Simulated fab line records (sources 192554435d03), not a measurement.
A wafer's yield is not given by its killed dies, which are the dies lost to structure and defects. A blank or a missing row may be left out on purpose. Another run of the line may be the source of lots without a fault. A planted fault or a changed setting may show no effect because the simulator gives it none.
Chamber matching    flow n5-finfet    rie-diel-02 running N5_MOL_CONTACT_COAG_ETCHBACK_135: 4 sister chambers
The step etches SiO2 in CHF3, target depth 25 nm, time 16.7 s. 14 wafers are shown with their chamber, then 7 later ones without.

EACH WAFER AND ITS CHAMBER
wafer   chamber  drypump-motor-current-A (A)  throttle-valve-pct (%)  showerhead-plenum-p-Torr (Torr)
L075.3  3        5.1                          19.17                   2.36
L075.4  2        6.5                          18.84                   2.41
L075.5  2        6.5                          18.85                   2.41
L081.1  0        5.2                          18.18                   2.33
L081.4  3        5.1                          19.20                   2.36
L081.6  1        5.5                          18.94                   2.46
L082.1  1        5.5                          18.93                   2.45
L082.4  2        6.5                          18.86                   2.41
L082.6  0        5.3                          18.20                   2.33
L093.1  3        5.1                          19.23                   2.35
L093.4  1        5.5                          18.97                   2.45
L093.5  1        5.5                          18.97                   2.45
L094.2  3        5.1                          19.24                   2.35
L094.3  2        6.4                          18.89                   2.40

SIGNATURES (means of the wafers above)
reading                   chamber 0  chamber 1  chamber 2  chamber 3  scatter within a chamber
drypump-motor-current-A   5.250      5.500      6.475      5.100      0.0354
throttle-valve-pct        18.1900    18.9525    18.8600    19.2100    0.0242
showerhead-plenum-p-Torr  2.3300     2.4525     2.4075     2.3550     0.005
Rule: for a wafer and a chamber, the distance is found by dividing, reading by reading, the gap between the wafer's reading and the chamber's mean by the reading's scatter, squaring, summing and taking the root. The wafer belongs to the nearest chamber; if the next one is less than 2 further off, it can't be placed. The scatter is the square root of a quotient: the sum, over the shown wafers, of each reading's squared deviation from its chamber's mean, divided by wafers minus chambers.

WAFERS WITHOUT THEIR CHAMBER
wafer   drypump-motor-current-A (A)  throttle-valve-pct (%)  showerhead-plenum-p-Torr (Torr)
L094.4  5.5                          18.96                   2.45
L095.1  5.3                          18.25                   2.32
L095.3  6.5                          18.88                   2.40
L095.4  5.1                          19.24                   2.34
L097.1  5.3                          18.26                   2.32
L097.4  6.5                          18.89                   2.40
L097.5  5.5                          18.99                   2.44

CHAMBER TAKEN BY EACH
wafer   from the rows above  in truth
L094.4  1                    1
L095.1  0                    0
L095.3  2                    2
L095.4  3                    3
L097.1  0                    0
L097.4  2                    2
L097.5  1                    1
Placed correctly: 7 of 7. From these rows, 0 cannot be placed. Placed wrongly: 0.
